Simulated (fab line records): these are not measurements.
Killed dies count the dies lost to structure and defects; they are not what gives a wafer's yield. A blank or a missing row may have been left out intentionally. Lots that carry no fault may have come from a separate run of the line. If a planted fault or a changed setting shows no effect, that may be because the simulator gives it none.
A struck lot beside a sound one + flow nand-harc + 14 steps out of a route of 1159
Sound: wafers L401.2, L401.5, L401.6. The struck wafers were L395.2, L395.4, L395.6. The cause is given at the end.
Per side, at each step with rows, come the tool, then ch with its chambers, and then its first start. Under that, the readings that differ: sound wafers + struck wafers + difference of the means + sigmas: that difference in standard deviations of wafers without a fault.
alike: same words and numbers on both sides, and readings whose means sit less than 2 such deviations apart. not compared: any withheld reading, any reading some wafer has no value for, any bound like >300 that may hide the same value, and any number with overlapping values for which the record gives no deviation.
A row with sigmas, a row that says differs or no value, or rows on one side alone: a step with any of these is where the two part. When numbers do not overlap yet have no deviation, they are printed without sigmas and do not part them. A reading missing from all wafers of one side parts the sides only when that side holds two or more wafers.

NHARC_P_CONTACT_CD_MEAS_19:
  struck on cd-sem-03, day 9 08:03; sound on cd-sem-01, day 10 02:20
  alike: cd-nm
NHARC_P_CONTACT_STRIP_28: strips in O2.
  sound on rie-diel-11 ch 1,2,3, day 10 02:27; struck on rie-diel-11 ch 0,3, day 9 08:08
  alike: drypump-motor-current-A, oes-product-au, rf-vpp-V, showerhead-plenum-p-Torr, throttle-valve-pct
  not compared: rf-hours-counter-h
then, 3 steps without rows for these wafers: NHARC_P_CONTACT_STRIP_29 (strips in post etch residue remover, time 1200 s); NHARC_P_CONTACT_DEGAS_38 (time 60 s); NHARC_P_CONTACT_PRE_CLEAN_39 (time 19.5 s).
NHARC_P_CONTACT_PVD_32: deposits Ti, target thk 5 nm, time 17.7 s.
  sound on pvd-sputter-03; struck on pvd-sputter-01
  alike: substrate-temp-c, throttle-valve-pct
NHARC_P_CONTACT_ALD_22: deposits TiN, target thk 3 nm, pulse time 1 s, ald cycles 150.
  sound on ald-metal-01 ch 0,2,3, day 10 03:23; struck on ald-metal-01 ch 0,2, day 9 09:01
  alike: heater-power-w, precursor-pulse-height-rel
NHARC_P_CONTACT_CVD_23: deposits W, target thk 200 nm, time 557 s.
  sound on cvd-w-01 ch 0,1; struck on cvd-w-01 ch 0,1
  alike: heater-power-w, throttle-valve-pct
NHARC_P_CONTACT_CMP_24: polishes, t overpolish 30 s, target thk 200 nm.
  sound on cmp-02 ch 2,3, day 10 04:12; struck on cmp-03 ch 0,3, day 9 17:29
| reading             | sound          | struck         | difference | sigmas |
|---------------------|----------------|----------------|------------|--------|
| motor-current-A (A) | 10.6 10.2 11.0 | 12.6 15.2 13.0 | +3.0       | +2     |
  alike: overpolish-run-s, time-to-endpoint-s
after that, 1 step had no rows for these wafers: NHARC_P_CONTACT_SRD_26.
NHARC_P_CONTACT_INSPECT_27:
  struck on defect-inspect-01, day 9 17:52; sound on defect-inspect-01, day 10 04:36
  alike: raw-defect-count
NHARC_P_M0_DEP_00: deposits SiOC, target thk 150 nm.
  sound on pecvd-03 ch 0,1, day 10 04:46; struck on pecvd-03 ch 1,2, day 9 18:43
  alike: rf-fwd-power-W
then, 1 step without rows for these wafers: NHARC_P_M0_DEHYDRATE_01 (time 120 s).
-- break in the record here, with 16 days between the starts of the struck wafers on either side (left off in module P_M0, picked up again in module END, where the first step shown is number 1159 on the route) --
NHARC_END_SORT_01:
  sound on prober-01 ch 0, day 24 15:25; struck on prober-01 ch 0, day 25 07:05
| reading                  | sound          | struck         | difference | sigmas      |
|--------------------------|----------------|----------------|------------|-------------|
| defect-limited-yield (%) | 96.3 94.5 95.9 | 0 0 0          | -96        | -60         |
| killed-at-other          | 0 2 0          | 4 2 4          | +3         | +2          |
| killed-at-periphery      | 2 3 1          | 642 629 636    | +634       | +99 or more |
| killed-dies              | 25 37 28       | 677 677 677    | +647       | +59         |
| sort_bin_2_pct (%)       | 1.3 2.5 1.2    | 95.7 94.2 95.3 | +93.4      | +99 or more |
| sort-n-pass              | 652 640 649    | 0 0 0          | -647       | -59         |
| sort-rim-yield-pct (%)   | 98.1 99.1 96.2 | 0 0 0          | -98        | -47         |
| sort-yield-pct (%)       | 96.3 94.5 95.9 | 0 0 0          | -96        | -60         |
  alike: killed-at-array, killed-open, killed-short, sort_bin_3_pct, sort_bin_4_pct

== WHERE THEY PART ==
First at NHARC_P_CONTACT_CMP_24; last, within this record, at NHARC_END_SORT_01.

WHY: whatever the simulator had introduced
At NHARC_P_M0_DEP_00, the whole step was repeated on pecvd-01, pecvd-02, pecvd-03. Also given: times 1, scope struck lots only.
